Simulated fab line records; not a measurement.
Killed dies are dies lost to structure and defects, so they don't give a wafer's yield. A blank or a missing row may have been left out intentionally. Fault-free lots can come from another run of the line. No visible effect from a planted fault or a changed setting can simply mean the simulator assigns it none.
The same fault as seen by 2 desks + flow nandHarc + every desk sees just its own numbers, and what lay behind them comes last

## THE METROLOGY DESK
Lot by lot, what the gauges showed, no matter which tool ran the lot: averages of those sampled wafers that carry a number. If a lot's mean is further than 4 standard deviations from the usual mean, the lot is out of limits and carries the mark OUT (the distance appears in the brackets).
Columns: A = overlayXNm at NHARC_P_CONTACT_OVL_MEAS_13, usual -0.4 nm; B = overlayYNm at NHARC_P_CONTACT_OVL_MEAS_13, usual -0.3 nm
| lot  | first seen here | A    | B    |
|------|-----------------|------|------|
| L874 | day 5 14:22     | 1.3  | -1.5 |
| L877 | day 6 09:21     | 0.2  | -1.0 |
| L880 | day 7 11:12     | -1.4 | 0.2  |
| L883 | day 8 05:23     | -0.8 | -1.3 |
| L884 | day 8 06:10     | -1.1 | -0.8 |
| L886 | day 8 21:51     | 0.7  | -2.1 |
| L888 | day 9 00:46     | -0.8 | -1.2 |
| L891 | day 10 05:38    | 0.3  | -0.5 |
| L892 | day 10 15:50    | 0.1  | 0.1  |
| L893 | day 10 15:59    | -1.4 | -1.4 |
| L894 | day 10 21:14    | -1.4 | 1.0  |
| L895 | day 10 22:08    | -1.3 | 0.2  |
| L896 | day 11 07:52    | 0.9  | 1.3  |
Result from this desk: across the 13 lots, nothing is out of limits.

## TOOL OWNER'S DESK, rieDiel-06
The tool's own readings at NHARC_P_CONTACT_ETCH_31 (etches the open film in CH3F/O2, target depth 30 nm, time 85.7 s): means of the sampled wafers that have a number, for each lot that ran on this tool. If a lot's mean is further than 4 standard deviations from the usual mean, the lot is out of limits and carries the mark OUT (the distance appears in the brackets).
Columns: A = drypumpMotorCurrentA at NHARC_P_CONTACT_ETCH_31, usual 5.9 A; B = o2FlowSccm at NHARC_P_CONTACT_ETCH_31, usual 30.00 sccm; C = oesProductAu at NHARC_P_CONTACT_ETCH_31, usual 0.985 a.u.; D = rfVppV at NHARC_P_CONTACT_ETCH_31, usual 244.6 V; E = showerheadPlenumPTorr at NHARC_P_CONTACT_ETCH_31, usual 2.48 Torr; F = throttleValvePct at NHARC_P_CONTACT_ETCH_31, usual 20.662 %
| lot  | first seen here | A   | B     | C                | D     | E    | F      |
|------|-----------------|-----|-------|------------------|-------|------|--------|
| L874 | day 5 15:22     | 6.1 | 30.05 | 0.990            | 244.1 | 2.46 | 20.662 |
| L883 | day 8 06:16     | 6.3 | 30.01 | 0.914 (-4.2) OUT | 244.2 | 2.46 | 20.664 |
| L884 | day 8 07:05     | 6.3 | 30.02 | 0.912 (-4.3) OUT | 243.9 | 2.36 | 20.657 |
Finding of this desk: L883, L884 out of limits; the first was L883 at day 8 06:16, on oesProductAu at NHARC_P_CONTACT_ETCH_31. L874: within limits.

## TAKEN TOGETHER
The tool owner's desk had the chance to raise an alarm at day 8 06:16 on L883, L884.
At the metrology desk, nothing out of limits was observed.
The metrology desk holds a record of L883, L884, inside its limits.
All the named lots went through NHARC_P_CONTACT_ETCH_31 on rieDiel-06.

## WHAT THE SIMULATOR HAD PUT IN
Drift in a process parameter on rieDiel-06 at NHARC_P_CONTACT_ETCH_31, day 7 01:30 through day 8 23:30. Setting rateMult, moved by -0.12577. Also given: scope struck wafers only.
Shown lots that were struck: L883, L884.
Time in hours from fault onset to the first out-of-limits reading at each desk: the tool owner's desk, 29.
